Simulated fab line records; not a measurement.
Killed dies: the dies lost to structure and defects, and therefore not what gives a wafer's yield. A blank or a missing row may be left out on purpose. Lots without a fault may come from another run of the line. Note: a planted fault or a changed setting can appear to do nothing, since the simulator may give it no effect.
fab line records	flow nand-harc
[record] lots = 24	wafers = 72	last-day = 33
route steps=1302 shown P_GATE@170 P_M2@330 P_BONDPAD@372
lots that met no fault: taken from a fault-free run of the same line
start-h: start of the lot's first displayed wafer, in hours after the record's first day	wait-h: time in hours since the lot's previous step	" identical to the entry in the row above	L1.1+2: several wafers, shown together as one row	- no value, or no start was given	* or withheld: withheld	< > ~ a bound
route shown NAME@n: names a module that has steps shown in the file, with the first one's number in the route	usual: mean/standard deviation of fault-free wafers	same: alike in all rows	chamber/n: place in a boat	sites: the reading at each site	_std_site: the standard deviation of these	_edge_site: inner sites' mean taken away from outer sites' mean	radius-mm: how far each site lies from the wafer's centre	mask NAME#n: copy n	behind: tool/chamber where the wafer was last shaped	hold: the reason the lot was held/the length of the hold in hours/how it ended	device: names the non-switching transistor (n, p or np)	end of line: tests run on the same wafers once the route is complete	where a step has no rows: the recipe by itself	killed: count of dies lost to structure and defects at first sort (not the wafer's yield)	map: the dies of a wafer, with x for killed, . for not killed, _ for no die there
set.NAME: the run value of the setting; set.NAME@STEP: its run value at that earlier step	model.NAME: the simulator's own value behind a step, which no gauge read
route steps across a sampled set of lots; one table per step, one row per wafer
services: from which hour (start-h, from the record's first day; less than 0 if before it) a tool's chamber was out of use, for how many hours, and why
[[steps]]
[step NHARC_P_GATE_CD_MEAS_46]
[recipe] target-cd-nm = 720	landing-energy-ev = 500
[usual] cd-nm = 719.7/1.5
lot.wafer	tool	chamber	start-h	wait-h	cd-nm
L074.1	cd-sem-01	0	113.18	-	718.2
L074.2	"	0	"	"	719.3
L074.6	"	0	"	"	720.1
L075.1	cd-sem-03	0	117.86	-	719.9
L075.3	"	0	"	"	720.3
L075.6	"	0	"	"	719.7
L076.2	cd-sem-01	0	127.08	-	722.2
L076.3	"	0	"	"	722.8
L076.4	"	0	"	"	721.2
L077.1	cd-sem-01	0	137.80	-	719.4
L077.5	"	0	"	"	719.4
L077.6	"	0	"	"	719.9
L078.4	cd-sem-02	0	156.41	-	718.8
L078.5	"	0	"	"	719.8
L078.6	"	0	"	"	717.5
L079.2	cd-sem-02	0	159.05	-	716.7
L079.5	"	0	"	"	716.1
L079.6	"	0	"	"	718.0
L080.1	cd-sem-03	0	170.67	-	720.3
L080.4	"	0	"	"	722.1
L080.6	"	0	"	"	720.9
L081.1	cd-sem-01	0	178.05	-	719.1
L081.3	"	0	"	"	719.7
L081.6	"	0	"	"	719.4
L082.1	cd-sem-03	0	193.52	-	720.1
L082.2	"	0	"	"	720.3
L082.4	"	0	"	"	717.4
L083.1	cd-sem-02	0	193.94	-	719.5
L083.5	"	0	"	"	719.4
L083.6	"	0	"	"	719.8
L084.2	cd-sem-02	0	214.31	-	719.3
L084.3	"	0	"	"	720.5
L084.5	"	0	"	"	720.9
L085.2	cd-sem-01	0	226.09	-	720.6
L085.4	"	0	"	"	719.0
L085.5	"	0	"	"	720.1
L086.1	cd-sem-03	0	228.27	-	721.5
L086.2	"	0	"	"	722.3
L086.3	"	0	"	"	721.4
L087.4	cd-sem-02	0	238.56	-	720.2
L087.5	"	0	"	"	719.0
L087.6	"	0	"	"	719.1
L089.3	cd-sem-03	0	254.12	-	718.0
L089.5	"	0	"	"	716.8
L089.6	"	0	"	"	716.8
L088.1	cd-sem-03	0	254.27	-	718.5
L088.3	"	0	"	"	717.5
L088.4	"	0	"	"	717.4
L090.1	cd-sem-01	0	277.85	-	718.7
L090.3	"	0	"	"	720.4
L090.5	"	0	"	"	718.8
L091.1	cd-sem-02	0	279.68	-	721.7
L091.2	"	0	"	"	721.0
L091.5	"	0	"	"	721.9
L092.1	cd-sem-02	0	297.75	-	719.9
L092.2	"	0	"	"	720.5
L092.4	"	0	"	"	721.5
L093.1	cd-sem-01	0	305.90	-	719.7
L093.5	"	0	"	"	721.7
L093.6	"	0	"	"	718.3
L095.1	cd-sem-02	0	316.47	-	721.8
L095.2	"	0	"	"	722.0
L095.5	"	0	"	"	723.2
L094.1	cd-sem-02	0	317.24	-	718.5
L094.4	"	0	"	"	720.2
L094.6	"	0	"	"	719.1
L096.1	cd-sem-03	0	327.09	-	720.4
L096.3	"	0	"	"	720.3
L096.6	"	0	"	"	718.6
L097.1	cd-sem-02	0	341.25	-	717.9
L097.2	"	0	"	"	719.7
L097.4	"	0	"	"	719.3
[step NHARC_P_GATE_DESCUM_93]
[recipe] time-s = 3	o2-flow-sccm = 200	ar-flow-sccm = 0	bias-power-w = 0	chemistry = O2
[usual] drypump-motor-current-A = 5.6/0.31	oes-product-au = 1.000/0.0084	rf-vpp-V = 57.7/0.91	showerhead-plenum-p-Torr = 1.91/0.074	throttle-valve-pct = 11.312/0.0096
[same] bias-power-w = 0
lot.wafer	tool	chamber	start-h	wait-h	drypump-motor-current-A	oes-product-au	rf-hours-counter-h	rf-vpp-V	showerhead-plenum-p-Torr	throttle-valve-pct
L074.1	rie-diel-04	3	116.90	-	5.5	0.994	5.6	57.9	1.98	11.306
L074.2	"	0	"	"	5.8	0.996	5.9	58.7	1.90	11.308
L074.6	"	2	"	"	5.4	0.991	-	58.7	1.93	11.324
L075.3	rie-diel-04	1	121.39	-	5.8	0.995	5.9	58.8	1.99	11.306
L075.1	"	3	"	"	5.5	0.989	6.1	58.1	1.97	11.313
L075.6	"	1	"	"	5.8	0.997	-	58.3	1.99	11.312
L076.4	rie-diel-09	1	130.71	-	5.9	0.997	7.4	56.6	1.84	11.330
L076.2	"	2	"	"	5.9	1.008	9.4	57.6	1.80	11.324
L076.3	"	3	"	"	6.3	1.001	9.4	56.9	1.82	11.299
L077.1	rie-diel-04	3	141.41	-	5.5	0.985	7.4	57.3	1.97	11.324
L077.6	"	3	"	"	5.5	0.998	-	57.4	1.97	11.312
L077.5	"	0	"	"	5.8	1.004	-	58.2	1.90	11.313
L078.4	rie-diel-09	0	159.79	-	5.6	1.001	0.2	57.9	1.79	11.302
L078.6	"	2	"	"	5.9	1.014	-	56.4	1.80	11.303
L078.5	"	3	"	"	6.4	0.998	-	57.7	1.82	11.323
L079.2	rie-diel-07	2	162.73	-	5.1	0.994	2.0	57.4	2.00	11.320
L079.5	"	0	"	"	5.6	0.999	-	58.4	1.97	11.292
L079.6	"	1	"	"	5.4	1.000	-	56.5	1.82	11.311
L080.4	rie-diel-07	3	174.63	-	5.1	0.998	3.0	56.7	1.99	11.299
L080.1	"	0	"	"	5.6	1.000	3.5	58.9	1.97	11.304
L080.6	"	3	"	"	5.1	1.002	-	57.9	1.99	11.332
L081.3	rie-diel-09	3	181.56	-	6.3	1.004	1.8	57.9	1.82	11.339
L081.1	"	0	"	"	5.6	1.001	1.9	57.7	1.79	11.306
L081.6	"	2	"	"	5.9	1.017	-	56.5	1.80	11.308
L082.1	rie-diel-04	2	197.22	-	5.4	0.999	0.0	58.3	1.93	11.318
L082.2	"	3	"	"	5.5	1.005	0.0	57.6	1.97	11.313
L082.4	"	0	"	"	5.8	1.004	0.0	56.0	1.90	11.310
L083.1	rie-diel-07	0	197.64	-	5.6	1.000	4.8	59.3	1.97	11.313
L083.6	"	1	"	"	5.4	0.984	-	58.1	1.82	11.305
L083.5	"	2	"	"	5.1	0.975	-	56.1	2.00	11.325
L084.3	rie-diel-04	3	217.94	-	5.5	1.002	1.8	57.8	1.97	11.319
L084.2	"	1	"	"	5.8	0.996	2.4	57.1	1.99	11.302
L084.5	"	2	"	"	5.4	0.997	-	58.5	1.93	11.317
L085.4	rie-diel-09	1	229.70	-	5.8	1.001	3.5	57.1	1.84	11.317
L085.2	"	2	"	"	5.9	1.018	3.5	58.2	1.80	11.321
L085.5	"	1	"	"	5.8	1.008	-	58.2	1.84	11.314
L086.3	rie-diel-09	0	231.79	-	5.6	0.995	4.5	58.3	1.79	11.295
L086.1	"	1	"	"	5.8	0.994	3.5	58.2	1.84	11.313
L086.2	"	2	"	"	5.9	1.023	3.5	58.1	1.80	11.317
L087.4	rie-diel-09	0	242.24	-	5.6	0.987	4.6	56.6	1.79	11.314
L087.6	"	3	"	"	6.3	0.993	-	57.3	1.82	11.302
L087.5	"	0	"	"	5.6	0.987	-	56.7	1.79	11.292
L089.3	rie-diel-07	0	257.62	-	5.6	1.002	8.6	56.8	1.97	11.294
L089.6	"	3	"	"	5.1	0.991	-	57.7	1.99	11.300
L089.5	"	0	"	"	5.6	0.988	-	58.2	1.97	11.304
L088.3	rie-diel-04	1	258.34	-	5.8	0.986	4.0	59.9	1.99	11.334
L088.4	"	3	"	"	5.5	1.004	3.2	58.7	1.97	11.307
L088.1	"	0	"	"	5.7	1.011	4.4	58.1	1.90	11.298
L090.3	rie-diel-04	2	281.37	-	5.4	1.020	4.7	57.2	1.92	11.303
L090.1	"	3	"	"	5.5	1.003	5.6	58.2	1.97	11.314
L090.5	"	2	"	"	5.4	1.007	-	58.2	1.93	11.314
L091.2	rie-diel-09	3	283.31	-	6.4	0.999	6.3	58.2	1.82	11.300
L091.1	"	0	"	"	5.6	1.007	7.1	58.3	1.79	11.294
L091.5	"	3	"	"	6.4	0.999	-	57.3	1.82	11.313
L092.1	rie-diel-04	3	301.25	-	5.5	1.004	6.4	58.5	1.97	11.323
L092.4	"	0	"	"	5.8	1.016	7.5	58.4	1.90	11.318
L092.2	"	2	"	"	5.4	1.010	6.0	57.8	1.92	11.324
L093.1	rie-diel-04	1	309.55	-	5.8	0.990	7.7	57.8	1.99	11.330
L093.5	"	3	"	"	5.5	0.998	-	57.2	1.97	11.312
L093.6	"	0	"	"	5.8	0.998	-	56.4	1.90	11.310
L095.1	rie-diel-07	0	320.15	-	5.6	0.994	0.5	58.1	1.97	11.303
L095.2	"	1	"	"	5.4	1.007	0.3	58.1	1.82	11.295
L095.5	"	3	"	"	5.1	1.008	-	55.6	1.98	11.302
L094.4	rie-diel-04	3	320.87	-	5.5	1.008	8.0	58.7	1.97	11.314
L094.1	"	0	"	"	5.8	1.004	8.9	57.2	1.90	11.310
L094.6	"	3	"	"	5.5	1.011	-	58.3	1.97	11.316
L096.3	rie-diel-04	0	330.71	-	5.8	1.014	9.2	59.0	1.90	11.302
L096.1	"	2	"	"	5.4	1.006	7.3	55.8	1.92	11.317
L096.6	"	1	"	"	5.9	0.996	-	58.8	1.98	11.326
L097.1	rie-diel-04	3	344.91	-	5.5	1.002	8.8	56.7	1.97	11.311
L097.2	"	0	"	"	5.8	1.010	10.2	59.0	1.90	11.314
L097.4	"	2	"	"	5.4	0.989	7.9	58.5	1.92	11.316
[step NHARC_P_GATE_DEGAS_109]
[recipe] temp-c = 300	time-s = 60
[usual] heater-power-w = 449/50
lot.wafer	tool	chamber	start-h	wait-h	heater-power-w
L074.2	pvd-sputter-01	-	118.90	0.1	481
L074.1	"	-	"	"	412
L074.6	"	-	"	"	440
L075.3	pvd-sputter-02	-	123.40	0.1	549
L075.1	"	-	"	"	402
L075.6	"	-	"	"	458
L076.2	pvd-sputter-03	-	132.66	0.1	384
L076.3	"	-	"	"	478
L076.4	"	-	"	"	515
L077.1	pvd-sputter-01	-	143.38	0.1	482
L077.6	"	-	"	"	400
L077.5	"	-	"	"	436
L078.4	pvd-sputter-01	-	161.71	0.1	485
L078.5	"	-	"	"	438
L078.6	"	-	"	"	486
L079.2	pvd-sputter-01	-	164.68	0.1	483
L079.6	"	-	"	"	409
L079.5	"	-	"	"	439
L080.4	pvd-sputter-01	-	176.59	0.1	487
L080.1	"	-	"	"	472
L080.6	"	-	"	"	441
L081.1	pvd-sputter-02	-	183.53	0.1	379
L081.3	"	-	"	"	392
L081.6	"	-	"	"	387
L082.1	pvd-sputter-01	-	199.16	0.1	447
L082.4	"	-	"	"	476
L082.2	"	-	"	"	402
L083.1	pvd-sputter-03	-	199.57	0.1	426
L083.5	"	-	"	"	532
L083.6	"	-	"	"	393
L084.2	pvd-sputter-01	-	219.88	0.1	477
L084.3	"	-	"	"	445
L084.5	"	-	"	"	399
L085.4	pvd-sputter-02	-	231.81	0.1	377
L085.2	"	-	"	"	462
L085.5	"	-	"	"	544
L086.1	pvd-sputter-02	-	233.73	0.1	547
L086.2	"	-	"	"	371
L086.3	"	-	"	"	406
L087.4	pvd-sputter-02	-	244.17	0.1	396
L087.5	"	-	"	"	380
L087.6	"	-	"	"	405
L089.3	pvd-sputter-01	-	259.55	0.1	483
L089.5	"	-	"	"	416
L089.6	"	-	"	"	435
L088.3	pvd-sputter-03	-	260.31	0.1	435
L088.1	"	-	"	"	430
L088.4	"	-	"	"	522
L090.3	pvd-sputter-01	-	283.38	0.1	486
L090.1	"	-	"	"	425
L090.5	"	-	"	"	483
L091.2	pvd-sputter-01	-	285.28	0.1	418
L091.1	"	-	"	"	412
L091.5	"	-	"	"	477
L092.4	pvd-sputter-02	-	303.20	0.1	429
L092.2	"	-	"	"	382
L092.1	"	-	"	"	430
L093.1	pvd-sputter-02	-	311.49	0.1	552
L093.5	"	-	"	"	372
L093.6	"	-	"	"	421
L095.1	pvd-sputter-03	-	322.10	0.1	433
L095.2	"	-	"	"	526
L095.5	"	-	"	"	445
L094.1	pvd-sputter-03	-	322.86	0.1	385
L094.4	"	-	"	"	529
L094.6	"	-	"	"	439
L096.1	pvd-sputter-03	-	332.68	0.1	428
L096.3	"	-	"	"	450
L096.6	"	-	"	"	396
L097.2	pvd-sputter-01	-	346.88	0.1	491
L097.4	"	-	"	"	468
L097.1	"	-	"	"	410
[step NHARC_P_M2_INSPECT_11]
[usual] raw-defect-count = 5/3.1
lot.wafer	tool	chamber	start-h	wait-h	raw-defect-count
L074.1	defect-inspect-02	-	133.76	0.0	3
L074.2	"	-	"	"	0
L074.6	"	-	"	"	4
L075.1	defect-inspect-02	-	138.70	0.0	3
L075.3	"	-	"	"	6
L075.6	"	-	"	"	5
L076.2	defect-inspect-02	-	147.78	0.0	5
L076.3	"	-	"	"	6
L076.4	"	-	"	"	3
L077.1	defect-inspect-02	-	158.19	0.0	8
L077.5	"	-	"	"	12
L077.6	"	-	"	"	12
L078.4	defect-inspect-01	-	176.39	0.0	11
L078.5	"	-	"	"	1
L078.6	"	-	"	"	7
L079.2	defect-inspect-02	-	179.75	0.0	9
L079.5	"	-	"	"	4
L079.6	"	-	"	"	8
L080.1	defect-inspect-01	-	191.52	0.0	4
L080.4	"	-	"	"	9
L080.6	"	-	"	"	8
L081.1	defect-inspect-01	-	199.31	0.0	11
L081.3	"	-	"	"	7
L081.6	"	-	"	"	6
L082.1	defect-inspect-01	-	214.79	0.0	8
L082.2	"	-	"	"	5
L082.4	"	-	"	"	5
L083.1	defect-inspect-01	-	215.06	0.0	9
L083.5	"	-	"	"	5
L083.6	"	-	"	"	6
L084.2	defect-inspect-01	-	235.44	0.0	4
L084.3	"	-	"	"	0
L084.5	"	-	"	"	7
L085.2	defect-inspect-02	-	247.09	0.0	4
L085.4	"	-	"	"	2
L085.5	"	-	"	"	4
L086.1	defect-inspect-02	-	249.54	0.0	4
L086.2	"	-	"	"	4
L086.3	"	-	"	"	1
L087.4	defect-inspect-01	-	259.76	0.0	5
L087.5	"	-	"	"	4
L087.6	"	-	"	"	4
L089.3	defect-inspect-01	-	274.59	0.0	3
L089.5	"	-	"	"	2
L089.6	"	-	"	"	4
L088.1	defect-inspect-01	-	275.85	0.0	8
L088.3	"	-	"	"	3
L088.4	"	-	"	"	6
L090.1	defect-inspect-01	-	298.89	0.0	5
L090.3	"	-	"	"	4
L090.5	"	-	"	"	4
L091.1	defect-inspect-02	-	301.23	0.0	12
L091.2	"	-	"	"	3
L091.5	"	-	"	"	3
L092.1	defect-inspect-01	-	318.27	0.0	3
L092.2	"	-	"	"	7
L092.4	"	-	"	"	0
L093.1	defect-inspect-01	-	326.74	0.0	3
L093.5	"	-	"	"	3
L093.6	"	-	"	"	9
L095.1	defect-inspect-02	-	337.07	0.0	10
L095.2	"	-	"	"	6
L095.5	"	-	"	"	8
L094.1	defect-inspect-02	-	338.31	0.0	8
L094.4	"	-	"	"	7
L094.6	"	-	"	"	8
L096.1	defect-inspect-02	-	347.89	0.0	1
L096.3	"	-	"	"	3
L096.6	"	-	"	"	4
L097.1	defect-inspect-02	-	361.99	0.0	8
L097.2	"	-	"	"	8
L097.4	"	-	"	"	11
[step NHARC_P_BONDPAD_ETCH_24]
[recipe] target-depth-a = 300	over-etch-frac = 0.3	time-s = 72.99	ion-energy-ev = 150	cf4-flow-sccm = 50	n2-flow-sccm = 100	ar-flow-sccm = 150	rf-w = 300	bias-w = 100	chemistry = CF4/N2
[usual] drypump-motor-current-A = 5.6/0.53	oes-product-au = 0.999/0.0068	rf-vpp-V = 313.5/1.8	showerhead-plenum-p-Torr = 2.59/0.087	throttle-valve-pct = 19.796/0.0091
lot.wafer	tool	chamber	start-h	wait-h	drypump-motor-current-A	oes-product-au	rf-hours-counter-h	rf-vpp-V	showerhead-plenum-p-Torr	throttle-valve-pct
L074.1	rie-diel-04	3	-	-	5.5	0.997	7.4	315.9	2.71	19.801
L074.2	"	0	"	"	5.8	1.000	7.5	315.4	2.61	19.798
L074.6	"	2	"	"	5.4	0.991	-	314.4	2.64	19.800
L075.3	rie-diel-08	1	-	-	5.8	1.001	2.6	313.2	2.64	19.788
L075.1	"	2	"	"	5.3	1.001	2.4	310.1	2.46	19.787
L075.6	"	3	"	"	5.7	1.009	-	313.7	2.56	19.805
L076.3	rie-diel-11	2	-	-	5.4	0.998	4.0	312.3	2.46	19.805
L076.4	"	3	"	"	4.9	0.996	4.2	312.7	2.65	19.804
L076.2	"	1	"	"	5.3	0.999	4.2	312.8	2.53	19.813
L077.1	rie-diel-11	0	-	-	6.5	0.995	4.7	315.1	2.69	19.805
L077.5	"	1	"	"	5.3	1.001	-	311.7	2.53	19.791
L077.6	"	2	"	"	5.5	0.993	-	310.2	2.46	19.789
L078.4	rie-diel-11	2	-	-	5.4	0.990	5.4	310.8	2.46	19.792
L078.6	"	3	"	"	4.9	0.987	-	314.5	2.65	19.791
L078.5	"	0	"	"	6.5	1.002	-	315.8	2.69	19.794
L079.2	rie-diel-11	0	-	-	6.6	1.008	5.8	315.8	2.69	19.798
L079.5	"	3	"	"	4.9	0.996	-	314.8	2.65	19.812
L079.6	"	0	"	"	6.5	0.996	-	314.8	2.69	19.790
L080.4	rie-diel-11	3	-	-	4.9	0.996	5.9	315.7	2.65	19.787
L080.1	"	0	"	"	6.6	0.992	6.0	315.1	2.69	19.791
L080.6	"	3	"	"	4.9	0.996	-	315.9	2.65	19.804
L081.1	rie-diel-04	1	-	-	5.8	0.976	1.2	316.7	2.72	19.806
L081.3	"	0	"	"	5.8	1.002	1.2	313.6	2.61	19.804
L081.6	"	2	"	"	5.4	0.997	-	314.2	2.64	19.787
L082.2	rie-diel-11	3	220.05	0.1	4.8	1.005	7.3	315.0	2.65	19.808
L082.1	"	0	"	"	6.5	1.010	8.5	314.9	2.69	19.785
L082.4	"	3	"	"	4.8	0.993	-	313.7	2.65	19.801
L083.1	rie-diel-08	1	-	-	5.7	0.998	0.6	315.4	2.64	19.808
L083.6	"	3	"	"	5.7	1.011	-	313.3	2.56	19.798
L083.5	"	0	"	"	6.2	1.012	-	314.0	2.63	19.796
L084.2	rie-diel-04	2	-	-	5.4	0.999	2.5	315.7	2.64	19.798
L084.3	"	3	"	"	5.5	1.011	2.9	316.0	2.70	19.797
L084.5	"	2	"	"	5.4	1.008	-	314.3	2.64	19.791
L085.4	rie-diel-08	3	-	-	5.7	1.002	1.8	311.8	2.56	19.795
L085.2	"	0	"	"	6.2	0.993	1.6	313.9	2.63	19.805
L085.5	"	3	"	"	5.7	1.001	-	314.0	2.56	19.815
L086.3	rie-diel-11	0	-	-	6.6	0.998	10.1	314.3	2.68	19.807
L086.2	"	1	"	"	5.3	0.992	6.8	312.1	2.53	19.800
L086.1	"	2	"	"	5.4	0.985	10.1	310.9	2.46	19.791
L087.4	rie-diel-11	0	-	-	6.6	1.005	0.0	315.0	2.68	19.794
L087.5	"	3	"	"	4.9	0.998	-	314.3	2.65	19.791
L087.6	"	0	"	"	6.5	0.997	-	314.7	2.68	19.795
L089.3	rie-diel-11	3	-	-	4.9	1.006	0.7	315.3	2.65	19.793
L089.6	"	3	"	"	4.9	1.009	-	314.3	2.65	19.812
L089.5	"	0	"	"	6.6	1.007	-	314.6	2.68	19.776
L088.1	rie-diel-11	2	-	-	5.5	0.996	1.0	311.9	2.46	19.800
L088.4	"	3	"	"	4.8	1.001	0.8	312.7	2.65	19.791
L088.3	"	1	"	"	5.3	0.999	0.9	313.1	2.53	19.809
L090.3	rie-diel-11	2	-	-	5.5	0.992	2.7	310.5	2.46	19.775
L090.1	"	3	"	"	4.8	1.000	2.4	312.9	2.65	19.789
L090.5	"	1	"	"	5.3	1.009	-	312.3	2.53	19.792
L091.1	rie-diel-11	1	-	-	5.3	0.991	3.5	311.3	2.53	19.797
L091.2	"	2	"	"	5.4	0.982	3.0	309.6	2.46	19.794
L091.5	"	2	"	"	5.4	0.999	-	312.0	2.46	19.798
L092.1	rie-diel-11	1	-	-	5.3	1.001	4.8	311.9	2.53	19.804
L092.4	"	2	"	"	5.4	0.997	4.0	310.6	2.46	19.803
L092.2	"	3	"	"	4.9	1.010	3.5	314.3	2.65	19.788
L093.1	rie-diel-11	3	-	-	4.8	1.003	4.5	313.9	2.65	19.805
L093.6	"	1	"	"	5.3	1.009	-	311.8	2.53	19.781
L093.5	"	2	"	"	5.4	1.008	-	312.2	2.46	19.778
L095.1	rie-diel-11	1	-	-	5.3	0.997	5.9	311.6	2.53	19.799
L095.2	"	3	"	"	4.9	1.005	5.2	313.6	2.65	19.804
L095.5	"	2	"	"	5.4	0.993	-	311.2	2.46	19.794
L094.1	rie-diel-08	0	-	-	6.1	0.998	4.8	314.3	2.63	19.781
L094.4	"	1	"	"	5.8	0.992	4.3	314.8	2.63	19.793
L094.6	"	3	"	"	5.8	0.993	-	314.3	2.55	19.801
L096.3	rie-diel-08	3	-	-	5.7	0.992	5.2	312.9	2.55	19.806
L096.1	"	1	"	"	5.8	0.995	4.5	314.2	2.63	19.787
L096.6	"	0	"	"	6.2	0.995	-	313.7	2.63	19.792
L097.1	rie-diel-08	2	-	-	5.3	1.011	4.9	311.6	2.46	19.794
L097.2	"	0	"	"	6.1	0.996	5.4	315.3	2.63	19.791
L097.4	"	1	"	"	5.7	0.988	4.8	315.2	2.64	19.782
[step NHARC_P_BONDPAD_CMP_19]
[recipe] t-overpolish-s = 30	cu-recess-touch-s = 16	target-thk-nm = 160.81
[usual] motor-current-A = 12.5/0.99	overpolish-run-s = 29.999/0.0089
lot.wafer	tool	chamber	start-h	wait-h	motor-current-A	overpolish-run-s
L074.2	cmp-04	3	140.44	-	14.0	30.003
L074.1	"	0	"	"	11.5	29.995
L074.6	"	2	"	"	13.2	29.991
L075.1	cmp-02	0	145.45	-	12.1	30.011
L075.3	"	1	"	"	12.1	29.995
L075.6	"	3	"	"	12.5	30.012
L076.2	cmp-04	1	154.34	-	12.3	29.993
L076.4	"	2	"	"	12.6	29.996
L076.3	"	3	"	"	14.3	30.000
L077.1	cmp-04	0	164.90	-	11.7	30.011
L077.6	"	3	"	"	14.7	29.996
L077.5	"	0	"	"	11.0	30.007
L078.4	cmp-04	0	183.02	-	10.7	30.000
L078.5	"	2	"	"	12.2	29.996
L078.6	"	3	"	"	14.6	29.997
L079.2	cmp-02	1	186.25	-	12.3	29.988
L079.5	"	1	"	"	12.1	30.022
L079.6	"	2	"	"	12.8	30.003
L080.4	cmp-01	1	198.09	-	12.6	29.996
L080.1	"	2	"	"	11.8	29.996
L080.6	"	1	"	"	13.5	30.009
L081.3	cmp-01	2	206.02	-	12.8	30.004
L081.1	"	0	"	"	12.9	29.997
L081.6	"	2	"	"	12.1	30.000
L082.1	cmp-04	2	221.55	-	12.3	30.014
L082.2	"	3	"	"	13.6	30.001
L082.4	"	0	"	"	11.3	30.004
L083.1	cmp-01	2	221.85	-	12.5	29.986
L083.5	"	3	"	"	11.1	30.001
L083.6	"	0	"	"	12.6	29.977
L084.3	cmp-04	1	242.18	-	12.4	30.004
L084.2	"	2	"	"	13.1	30.000
L084.5	"	1	"	"	13.2	29.982
L085.4	cmp-01	0	253.77	-	11.9	30.017
L085.2	"	1	"	"	13.7	30.004
L085.5	"	0	"	"	12.8	29.990
L086.3	cmp-04	1	256.34	-	13.6	30.009
L086.1	"	3	"	"	14.5	30.007
L086.2	"	0	"	"	11.5	30.001
L087.4	cmp-02	3	266.48	-	12.4	29.993
L087.5	"	3	"	"	11.8	30.005
L087.6	"	0	"	"	11.6	30.019
L089.3	cmp-04	0	281.23	-	11.2	29.989
L089.6	"	3	"	"	14.5	29.997
L089.5	"	0	"	"	11.1	30.006
L088.3	cmp-04	3	282.62	-	14.7	29.998
L088.1	"	0	"	"	11.2	29.991
L088.4	"	1	"	"	13.1	29.988
L090.1	cmp-01	1	305.83	-	13.5	30.012
L090.3	"	3	"	"	11.0	29.979
L090.5	"	2	"	"	11.7	29.991
L091.2	cmp-01	3	308.33	-	11.1	30.009
L091.1	"	1	"	"	13.5	30.000
L091.5	"	0	"	"	12.5	30.006
L092.2	cmp-01	0	324.81	-	12.2	30.003
L092.4	"	1	"	"	13.3	29.988
L092.1	"	2	"	"	12.7	30.004
L093.1	cmp-04	0	334.02	-	11.1	30.004
L093.6	"	1	"	"	12.5	30.002
L093.5	"	2	"	"	12.5	29.993
L095.2	cmp-01	3	343.74	-	11.6	30.007
L095.1	"	2	"	"	12.1	30.007
L095.5	"	0	"	"	11.8	30.004
L094.1	cmp-04	1	344.99	-	12.1	29.988
L094.4	"	3	"	"	13.7	29.997
L094.6	"	1	"	"	13.2	29.994
L096.3	cmp-04	2	354.83	-	13.1	30.007
L096.1	"	0	"	"	11.1	29.985
L096.6	"	2	"	"	12.9	29.995
L097.1	cmp-02	0	368.60	-	11.7	29.990
L097.2	"	1	"	"	12.2	29.992
L097.4	"	3	"	"	13.2	29.994
[[services]]
tool	chamber	start-h	hours	kind
rie-diel-11	3	107.44	5.8	repair
cmp-04	-	111.07	4.0	pm
pvd-sputter-01	-	126.84	5.6	repair
cmp-01	-	139.29	7.7	repair
cmp-04	-	170.54	0.3	repair
rie-diel-04	-	177.98	9.0	pm
rie-diel-11	1	201.38	34.0	repair
rie-diel-11	3	201.88	6.9	repair
cmp-04	-	209.07	4.0	pm
rie-diel-04	2	218.43	1.9	repair
pvd-sputter-01	-	226.02	10.0	pm
rie-diel-11	-	255.50	9.0	pm
rie-diel-04	0	284.99	1.9	repair
pvd-sputter-01	-	287.67	6.3	repair
rie-diel-04	-	294.96	0.3	repair
cmp-04	-	307.07	4.0	pm
rie-diel-11	0	309.50	2.3	repair
cmp-04	-	313.37	0.4	repair
rie-diel-11	0	337.63	4.3	repair
rie-diel-11	1	343.40	4.4	repair
pvd-sputter-01	-	348.72	1.4	repair
rie-diel-04	-	354.98	9.0	pm
cmp-04	-	356.64	0.6	repair
pvd-sputter-01	-	364.45	1.0	repair
[[key]]
fault none
